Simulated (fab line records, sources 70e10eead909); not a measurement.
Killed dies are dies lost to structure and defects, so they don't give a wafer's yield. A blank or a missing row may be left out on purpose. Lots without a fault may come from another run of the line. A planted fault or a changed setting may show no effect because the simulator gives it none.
Which tool did it? | flow nand_harc | 24 lots, 72 wafers sampled, at 6 steps of a route of 1302

WHAT THE GAUGES READ, wafer by wafer
The record holds no reading of a measuring or inspecting step that can be judged against a usual standard deviation.

WHICH TOOL RAN EACH LOT (tool, then ch and the chambers of the sampled wafers, then the start)
lot  | NHARC_A_CHANNEL_FILL_D2_CMP_10 | NHARC_A_STAIRCASE_DEP_156       | NHARC_A_STAIRCASE_TRIM_14                     | NHARC_A_STAIRCASE_ETCH_21                     | NHARC_A_STAIRCASE_TRIM_202                    | NHARC_A_STAIRCASE_STRIP_205
L074 | cmp-03 ch 1,2, day 15 10:20    | pecvd-02 ch 0,1, day 15 11:08   | rie_diel-04 ch 0,2,3, day 15 20:37 or earlier | rie_diel-07 ch 0,1,2, day 15 20:37 or earlier | rie_diel-07 ch 0,3, day 15 20:37 or earlier   | plasma_asher-02 ch 0,1, day 15 20:37
L075 | cmp-02 ch 0,1,3, day 15 13:55  | pecvd-03 ch 0,2, day 15 14:36   | rie_diel-08 ch 0,2,3, day 16 00:21 or earlier | rie_diel-07 ch 0,1, day 16 00:21 or earlier   | rie_diel-08 ch 0,1, day 16 00:21 or earlier   | plasma_asher-02 ch 0,1, day 16 00:21
L076 | cmp-02 ch 0,1,3, day 16 03:35  | pecvd-04 ch 1,2, day 16 04:16   | rie_diel-04 ch 1,2,3, day 16 13:52 or earlier | rie_diel-04 ch 1,2,3, day 16 13:52 or earlier | rie_diel-04 ch 1,2,3, day 16 13:52 or earlier | plasma_asher-01 ch 0,1, day 16 13:52
L077 | cmp-03 ch 1,2,3, day 16 17:36  | pecvd-04 ch 1,2, day 16 18:17   | rie_diel-04 ch 0,1,2, day 17 03:05 or earlier | rie_diel-07 ch 0,1, day 17 03:05 or earlier   | rie_diel-04 ch 0,2,3, day 17 03:05 or earlier | plasma_asher-01 ch 1, day 17 03:05
L078 | cmp-03 ch 1,3, day 17 02:52    | pecvd-03 ch 1,2, day 17 03:34   | rie_diel-07 ch 0,1, day 17 15:15 or earlier   | rie_diel-07 ch 0,1,2, day 17 15:15 or earlier | rie_diel-04 ch 0,3, day 17 15:15 or earlier   | plasma_asher-01 ch 0,1, day 17 15:15
L079 | cmp-01 ch 1,2,3, day 17 07:09  | pecvd-04 ch 0,1, day 17 07:50   | rie_diel-08 ch 1,2,3, day 17 16:49 or earlier | rie_diel-04 ch 0,2,3, day 17 16:49 or earlier | rie_diel-07 ch 0,2,3, day 17 16:49 or earlier | plasma_asher-01 ch 0,1, day 17 16:49
L081 | cmp-02 ch 0,1,2, day 17 18:44  | pecvd-02 ch 0,1,2, day 17 19:25 | rie_diel-08 ch 0,1,3, day 18 04:52 or earlier | rie_diel-04 ch 1,2,3, day 18 04:52 or earlier | rie_diel-08 ch 0,1,3, day 18 04:52 or earlier | plasma_asher-02 ch 0,1, day 18 04:52
L080 | cmp-01 ch 0,1,3, day 17 18:47  | pecvd-03 ch 0,1,2, day 17 19:28 | rie_diel-07 ch 2,3, day 18 04:53 or earlier   | rie_diel-07 ch 0,2,3, day 18 04:53 or earlier | rie_diel-08 ch 0,1,3, day 18 04:53 or earlier | plasma_asher-01 ch 0,1, day 18 04:53
L083 | cmp-02 ch 0,1,3, day 18 16:26  | pecvd-04 ch 0,1,2, day 18 17:10 | rie_diel-04 ch 0,1, day 19 02:44 or earlier   | rie_diel-08 ch 0,1,3, day 19 02:44 or earlier | rie_diel-04 ch 1,2,3, day 19 02:44 or earlier | plasma_asher-01 ch 0,1, day 19 02:44
L082 | cmp-03 ch 2,3, day 18 16:26    | pecvd-02 ch 0,2, day 18 17:08   | rie_diel-04 ch 1,2, day 19 02:30 or earlier   | rie_diel-04 ch 1,3, day 19 02:30 or earlier   | rie_diel-04 ch 0,2, day 19 02:30 or earlier   | plasma_asher-01 ch 0,1, day 19 02:30
L084 | cmp-03 ch 0,2,3, day 19 19:19  | pecvd-03 ch 1,2, day 19 20:08   | rie_diel-07 ch 0,1,3, day 20 04:46 or earlier | rie_diel-04 ch 0,2,3, day 20 04:46 or earlier | rie_diel-04 ch 2,3, day 20 04:46 or earlier   | plasma_asher-01 ch 0,1, day 20 04:46
L085 | cmp-01 ch 0,1,2, day 19 19:22  | pecvd-02 ch 0,1,2, day 19 20:04 | rie_diel-08 ch 0,1, day 20 05:07 or earlier   | rie_diel-07 ch 1,2, day 20 05:07 or earlier   | rie_diel-08 ch 2,3, day 20 05:07 or earlier   | plasma_asher-01 ch 0,1, day 20 05:07
L086 | cmp-02 ch 0,1, day 20 08:23    | pecvd-03 ch 0,1,2, day 20 09:04 | rie_diel-08 ch 0,3, day 20 18:47 or earlier   | rie_diel-08 ch 1,2, day 20 18:47 or earlier   | rie_diel-04 ch 0,1,3, day 20 18:47 or earlier | plasma_asher-02 ch 0,1, day 20 18:47
L087 | cmp-02 ch 2,3, day 21 04:44    | pecvd-04 ch 0,1,2, day 21 05:27 | rie_diel-07 ch 0,3, day 21 14:53 or earlier   | rie_diel-07 ch 1,2, day 21 14:53 or earlier   | rie_diel-04 ch 0,1,2, day 21 14:53 or earlier | plasma_asher-02 ch 0,1, day 21 14:53
L088 | cmp-01 ch 0,1,3, day 21 15:17  | pecvd-02 ch 0,1, day 21 16:12   | rie_diel-04 ch 0,2,3, day 22 02:01 or earlier | rie_diel-08 ch 1,2,3, day 22 02:01 or earlier | rie_diel-07 ch 1,2, day 22 02:01 or earlier   | plasma_asher-02 ch 1, day 22 02:01
L089 | cmp-02 ch 0,1,2, day 21 15:20  | pecvd-02 ch 1,2, day 21 15:58   | rie_diel-07 ch 1,2,3, day 22 01:29 or earlier | rie_diel-07 ch 1,2, day 22 01:29 or earlier   | rie_diel-08 ch 1,2,3, day 22 01:29 or earlier | plasma_asher-01 ch 0,1, day 22 01:29
L090 | cmp-02 ch 0,1,2, day 22 04:28  | pecvd-02 ch 1,2, day 22 05:09   | rie_diel-07 ch 2,3, day 22 13:51 or earlier   | rie_diel-07 ch 0,2, day 22 13:51 or earlier   | rie_diel-07 ch 0,3, day 22 13:51 or earlier   | plasma_asher-02 ch 0,1, day 22 13:51
L092 | cmp-03 ch 0,2, day 22 11:47    | pecvd-03 ch 0,2, day 22 12:29   | rie_diel-08 ch 0,2,3, day 22 21:43 or earlier | rie_diel-04 ch 0,1,3, day 22 21:43 or earlier | rie_diel-04 ch 0,3, day 22 21:43 or earlier   | plasma_asher-02 ch 0,1, day 22 21:43
L091 | cmp-01 ch 0,2,3, day 22 11:55  | pecvd-02 ch 1,2, day 22 12:37   | rie_diel-07 ch 0,1,3, day 22 22:57 or earlier | rie_diel-08 ch 0,2,3, day 22 22:57 or earlier | rie_diel-04 ch 0,2,3, day 22 22:57 or earlier | plasma_asher-02 ch 1, day 22 22:57
L093 | cmp-03 ch 2,3, day 23 09:47    | pecvd-03 ch 0,1, day 23 10:28   | rie_diel-07 ch 1,2,3, day 23 20:24 or earlier | rie_diel-07 ch 0,1,2, day 23 20:24 or earlier | rie_diel-07 ch 2,3, day 23 20:24 or earlier   | plasma_asher-01 ch 0,1, day 23 20:24
L094 | cmp-01 ch 2,3, day 24 00:06    | pecvd-02 ch 0,1,2, day 24 00:45 | rie_diel-04 ch 0,3, day 24 09:44 or earlier   | rie_diel-08 ch 0,1,2, day 24 09:44 or earlier | rie_diel-08 ch 2,3, day 24 09:44 or earlier   | plasma_asher-02 ch 0,1, day 24 09:44
L095 | cmp-03 ch 0,1,3, day 24 08:14  | pecvd-04 ch 0,1, day 24 08:52   | rie_diel-08 ch 2,3, day 24 17:39 or earlier   | rie_diel-07 ch 0,1,3, day 24 17:39 or earlier | rie_diel-04 ch 0,2, day 24 17:39 or earlier   | plasma_asher-01 ch 0, day 24 17:39
L097 | cmp-03 ch 1,2, day 25 07:05    | pecvd-03 ch 0,1,2, day 25 07:52 | rie_diel-07 ch 1,2, day 25 19:02 or earlier   | rie_diel-04 ch 0,3, day 25 19:02 or earlier   | rie_diel-07 ch 1,2, day 25 19:02 or earlier   | plasma_asher-01 ch 0,1, day 25 19:02
L096 | cmp-01 ch 1,2, day 25 07:06    | pecvd-04 ch 1,2, day 25 07:47   | rie_diel-07 ch 0,1,3, day 25 18:44 or earlier | rie_diel-07 ch 1,2,3, day 25 18:44 or earlier | rie_diel-08 ch 0,3, day 25 18:44 or earlier   | plasma_asher-01 ch 0,1, day 25 18:44
- NHARC_A_CHANNEL_FILL_D2_CMP_10: polishes, target thk 150 nm.
- NHARC_A_STAIRCASE_DEP_156: deposits SiNx, target thk 50 nm.
- NHARC_A_STAIRCASE_TRIM_14: chemistry O2, time 211.2 s.
- NHARC_A_STAIRCASE_ETCH_21: etches the open film in C4F8/O2, target depth 100 nm, time 40.5 s.
- NHARC_A_STAIRCASE_TRIM_202: chemistry O2, time 211.2 s.
- NHARC_A_STAIRCASE_STRIP_205: strips in O2.

WHAT THE TOOLS THEMSELVES READ (means of the sampled wafers that have a number; where no wafer has one, the mark that the record gives instead)
NHARC_A_CHANNEL_FILL_D2_CMP_10.
lot  | tool   | edge_zone_pressure_frac | motor_current_A (A) | pad_life_wafers | slurry_flow_ml_min | time_to_endpoint_s (s)
L074 | cmp-03 | 1.002                   | 11.2                | 344             | 149.5              | 15.1
L075 | cmp-02 | 1.002                   | 11.9                | 37              | 150.4              | 18.0
L076 | cmp-02 | 0.995                   | 11.6                | 86              | 150.2              | 17.5
L077 | cmp-03 | 0.997                   | 10.9                | 38              | 150.0              | 17.3
L078 | cmp-03 | 1.003                   | 10.8                | 74              | 150.0              | 16.1
L079 | cmp-01 | 0.996                   | 11.9                | 19              | 149.7              | 16.1
L081 | cmp-02 | 1.003                   | 11.6                | 224             | 150.1              | 14.4
L080 | cmp-01 | 1.001                   | 11.7                | 68              | 149.9              | 15.4
L083 | cmp-02 | 0.997                   | 11.7                | 349             | 150.4              | 14.2
L082 | cmp-03 | 0.998                   | 11.1                | 254             | 150.1              | 14.9
L084 | cmp-03 | 0.998                   | 11.8                | 386             | 150.4              | 16.1
L085 | cmp-01 | 0.998                   | 11.7                | 243             | 150.0              | 18.1
L086 | cmp-02 | 1.001                   | 10.3                | 144             | 149.9              | 16.3
L087 | cmp-02 | 0.992                   | 13.6                | 211             | 150.2              | 16.0
L088 | cmp-01 | 1.002                   | 11.8                | 49              | 150.4              | 16.4
L089 | cmp-02 | 1.001                   | 11.2                | 254             | 149.6              | 16.2
L090 | cmp-02 | 1.000                   | 11.6                | 319             | 150.2              | 19.0
L092 | cmp-03 | 0.999                   | 13.0                | 223             | 150.3              | 10.4
L091 | cmp-01 | 0.999                   | 11.6                | 139             | 149.8              | 17.5
L093 | cmp-03 | 0.998                   | 11.4                | 308             | 150.0              | 15.4
L094 | cmp-01 | 0.994                   | 12.2                | 254             | 149.7              | 14.0
L095 | cmp-03 | 0.997                   | 11.7                | 14              | 149.9              | 13.7
L097 | cmp-03 | 1.000                   | 11.2                | 114             | 149.8              | 13.1
L096 | cmp-01 | 1.006                   | 12.4                | 7               | 150.2              | 13.4

NHARC_A_STAIRCASE_DEP_156.
lot  | tool     | heater_power_w (W)
L074 | pecvd-02 | 662
L075 | pecvd-03 | 675
L076 | pecvd-04 | 721
L077 | pecvd-04 | 672
L078 | pecvd-03 | 745
L079 | pecvd-04 | 740
L081 | pecvd-02 | 673
L080 | pecvd-03 | 736
L083 | pecvd-04 | 638
L082 | pecvd-02 | 707
L084 | pecvd-03 | 794
L085 | pecvd-02 | 682
L086 | pecvd-03 | 753
L087 | pecvd-04 | 659
L088 | pecvd-02 | 694
L089 | pecvd-02 | 695
L090 | pecvd-02 | 694
L092 | pecvd-03 | 616
L091 | pecvd-02 | 639
L093 | pecvd-03 | 794
L094 | pecvd-02 | 658
L095 | pecvd-04 | 728
L097 | pecvd-03 | 731
L096 | pecvd-04 | 763

NHARC_A_STAIRCASE_TRIM_14.
lot  | tool        | drypump_motor_current_A (A) | o2_flow_sccm (sccm) | oes_product_au (a.u.) | rf_vpp_V (V) | showerhead_plenum_p_Torr (Torr) | throttle_valve_pct (%)
L074 | rie_diel-04 | 6.0                         | 500.4               | 1.003                 | 57.6         | 3.39                            | 17.035
L075 | rie_diel-08 | 5.9                         | 498.6               | 0.996                 | 58.5         | 3.64                            | 17.037
L076 | rie_diel-04 | 5.9                         | 500.9               | 0.998                 | 57.8         | 3.46                            | 17.034
L077 | rie_diel-04 | 5.9                         | 501.5               | 1.006                 | 57.5         | 3.54                            | 17.035
L078 | rie_diel-07 | 6.0                         | 500.2               | 0.993                 | 57.3         | 3.46                            | 17.044
L079 | rie_diel-08 | 5.8                         | 500.2               | 1.007                 | 57.6         | 3.70                            | 17.033
L081 | rie_diel-08 | 6.0                         | 500.7               | 1.009                 | 58.3         | 3.71                            | 17.045
L080 | rie_diel-07 | 5.8                         | 500.8               | 0.987                 | 58.9         | 3.65                            | 17.032
L083 | rie_diel-04 | 6.0                         | 501.0               | 1.006                 | 58.0         | 3.59                            | 17.033
L082 | rie_diel-04 | 5.9                         | 499.4               | 0.999                 | 56.7         | 3.42                            | 17.034
L084 | rie_diel-07 | 5.7                         | 499.5               | 0.992                 | 58.0         | 3.49                            | 17.031
L085 | rie_diel-08 | 6.1                         | 500.3               | 1.010                 | 57.4         | 3.63                            | 17.040
L086 | rie_diel-08 | 6.0                         | 499.7               | 1.003                 | 59.2         | 3.69                            | 17.035
L087 | rie_diel-07 | 5.4                         | 499.2               | 0.992                 | 57.4         | 3.54                            | 17.043
L088 | rie_diel-04 | 6.0                         | 499.7               | 1.002                 | 58.3         | 3.54                            | 17.039
L089 | rie_diel-07 | 5.7                         | 500.4               | 0.996                 | 57.6         | 3.58                            | 17.031
L090 | rie_diel-07 | 5.7                         | 499.8               | 0.994                 | 58.0         | 3.64                            | 17.036
L092 | rie_diel-08 | 5.9                         | 500.0               | 1.011                 | 57.5         | 3.61                            | 17.045
L091 | rie_diel-07 | 5.8                         | 499.7               | 0.990                 | 57.5         | 3.48                            | 17.043
L093 | rie_diel-07 | 5.6                         | 499.5               | 0.989                 | 58.0         | 3.57                            | 17.035
L094 | rie_diel-04 | 6.1                         | 499.8               | 0.995                 | 58.1         | 3.61                            | 17.035
L095 | rie_diel-08 | 5.7                         | 500.2               | 0.999                 | 58.3         | 3.67                            | 17.029
L097 | rie_diel-07 | 6.0                         | 499.0               | 0.995                 | 56.9         | 3.51                            | 17.040
L096 | rie_diel-07 | 5.7                         | 500.1               | 0.994                 | 57.4         | 3.47                            | 17.044

NHARC_A_STAIRCASE_ETCH_21.
lot  | tool        | bias_w (W) | oes_product_au (a.u.) | rf_vpp_V (V)
L074 | rie_diel-07 | 1001.6     | 0.956                 | 896
L075 | rie_diel-07 | 1001.4     | 0.911                 | 894
L076 | rie_diel-04 | 1002.7     | 0.942                 | 894
L077 | rie_diel-07 | 1002.8     | 0.959                 | 892
L078 | rie_diel-07 | 997.7      | 0.929                 | 895
L079 | rie_diel-04 | 1000.5     | 0.961                 | 898
L081 | rie_diel-04 | 997.9      | 0.969                 | 893
L080 | rie_diel-07 | 999.5      | 0.935                 | 897
L083 | rie_diel-08 | 1000.2     | 0.976                 | 902
L082 | rie_diel-04 | 1000.7     | 0.946                 | 895
L084 | rie_diel-04 | 1000.0     | 0.959                 | 897
L085 | rie_diel-07 | 1001.0     | 0.951                 | 896
L086 | rie_diel-08 | 1003.0     | 0.951                 | 900
L087 | rie_diel-07 | 1003.8     | 0.944                 | 896
L088 | rie_diel-08 | 999.5      | 0.926                 | 900
L089 | rie_diel-07 | 1000.8     | 0.944                 | 896
L090 | rie_diel-07 | 999.1      | 0.934                 | 894
L092 | rie_diel-04 | 1000.2     | 0.947                 | 898
L091 | rie_diel-08 | 999.6      | 0.978                 | 899
L093 | rie_diel-07 | 1002.2     | 0.933                 | 894
L094 | rie_diel-08 | 998.9      | 0.965                 | 899
L095 | rie_diel-07 | 1000.1     | 0.970                 | 894
L097 | rie_diel-04 | 1000.8     | 0.970                 | 899
L096 | rie_diel-07 | 998.5      | 0.945                 | 898

NHARC_A_STAIRCASE_TRIM_202.
lot  | tool        | drypump_motor_current_A (A) | o2_flow_sccm (sccm) | oes_product_au (a.u.) | rf_vpp_V (V) | showerhead_plenum_p_Torr (Torr) | throttle_valve_pct (%)
L074 | rie_diel-07 | 5.4                         | 498.6               | 1.001                 | 57.2         | 3.57                            | 17.038
L075 | rie_diel-08 | 6.1                         | 499.4               | 0.997                 | 58.0         | 3.65                            | 17.033
L076 | rie_diel-04 | 5.9                         | 501.7               | 1.001                 | 58.5         | 3.46                            | 17.033
L077 | rie_diel-04 | 6.0                         | 500.7               | 0.991                 | 58.6         | 3.56                            | 17.030
L078 | rie_diel-04 | 6.2                         | 500.4               | 0.991                 | 58.5         | 3.72                            | 17.042
L079 | rie_diel-07 | 5.8                         | 500.3               | 0.994                 | 57.7         | 3.56                            | 17.038
L081 | rie_diel-08 | 6.0                         | 499.3               | 1.003                 | 58.0         | 3.71                            | 17.039
L080 | rie_diel-08 | 6.0                         | 499.3               | 1.004                 | 57.6         | 3.71                            | 17.040
L083 | rie_diel-04 | 5.9                         | 500.0               | 1.003                 | 57.2         | 3.45                            | 17.036
L082 | rie_diel-04 | 5.8                         | 500.4               | 0.993                 | 57.9         | 3.47                            | 17.032
L084 | rie_diel-04 | 6.0                         | 497.9               | 0.989                 | 57.8         | 3.47                            | 17.035
L085 | rie_diel-08 | 5.7                         | 499.5               | 1.007                 | 58.7         | 3.62                            | 17.036
L086 | rie_diel-04 | 6.1                         | 499.1               | 1.003                 | 58.7         | 3.60                            | 17.031
L087 | rie_diel-04 | 5.9                         | 501.0               | 1.006                 | 57.7         | 3.52                            | 17.036
L088 | rie_diel-07 | 6.0                         | 499.0               | 0.993                 | 57.2         | 3.53                            | 17.042
L089 | rie_diel-08 | 5.8                         | 500.1               | 1.001                 | 58.3         | 3.68                            | 17.039
L090 | rie_diel-07 | 5.9                         | 498.5               | 0.993                 | 57.3         | 3.45                            | 17.038
L092 | rie_diel-04 | 6.1                         | 498.7               | 0.989                 | 57.5         | 3.61                            | 17.032
L091 | rie_diel-04 | 6.0                         | 500.3               | 1.001                 | 57.8         | 3.53                            | 17.040
L093 | rie_diel-07 | 5.4                         | 498.4               | 0.989                 | 57.5         | 3.62                            | 17.037
L094 | rie_diel-08 | 5.7                         | 500.1               | 0.998                 | 58.6         | 3.67                            | 17.028
L095 | rie_diel-04 | 6.0                         | 499.4               | 1.001                 | 58.8         | 3.61                            | 17.042
L097 | rie_diel-07 | 6.1                         | 498.9               | 0.997                 | 58.2         | 3.57                            | 17.031
L096 | rie_diel-08 | 5.9                         | 499.3               | 1.000                 | 59.0         | 3.67                            | 17.041

NHARC_A_STAIRCASE_STRIP_205.
lot  | tool            | drypump_motor_current_A (A) | heater_power_w (W)
L074 | plasma_asher-02 | 5.4                         | 323
L075 | plasma_asher-02 | 5.4                         | 326
L076 | plasma_asher-01 | 6.1                         | 361
L077 | plasma_asher-01 | 5.9                         | 384
L078 | plasma_asher-01 | 6.0                         | 371
L079 | plasma_asher-01 | 6.1                         | 358
L081 | plasma_asher-02 | 5.4                         | 328
L080 | plasma_asher-01 | 6.0                         | 361
L083 | plasma_asher-01 | 6.0                         | 381
L082 | plasma_asher-01 | 6.0                         | 378
L084 | plasma_asher-01 | 6.0                         | 368
L085 | plasma_asher-01 | 6.1                         | 365
L086 | plasma_asher-02 | 5.4                         | 327
L087 | plasma_asher-02 | 5.4                         | 332
L088 | plasma_asher-02 | 5.3                         | 318
L089 | plasma_asher-01 | 6.1                         | 365
L090 | plasma_asher-02 | 5.4                         | 330
L092 | plasma_asher-02 | 5.4                         | 336
L091 | plasma_asher-02 | 5.3                         | 316
L093 | plasma_asher-01 | 6.0                         | 371
L094 | plasma_asher-02 | 5.4                         | 326
L095 | plasma_asher-01 | 6.2                         | 344
L097 | plasma_asher-01 | 6.0                         | 370
L096 | plasma_asher-01 | 6.1                         | 358

THE ANSWER, worked out from the rows above alone
Rule: what is usual is taken from the lots themselves. Put in order of their means at a reading, lots are off if they are a third of the lots or fewer, leave a main group of 4 or more, and stand apart from it by a gap of 3 or more times the standard deviation of the main group's means; of several such gaps the widest counts. A main group whose means are all the same, to the digits that the tables above print for the reading, isn't used. A lot without any number at a reading at which 4 lots or more have one is off too. The other lots that the step has rows for count as sound. The gauges are gone through in route order, then the tools' own readings, and for those a lot's mean is taken as printed above. The first step at which some lot is off is used, and at that step the reading that is off furthest; a lot without a number counts as furthest.
No lot is off at any reading shown: from this, nothing can be told.

WHAT THE SIMULATOR HAD PUT IN
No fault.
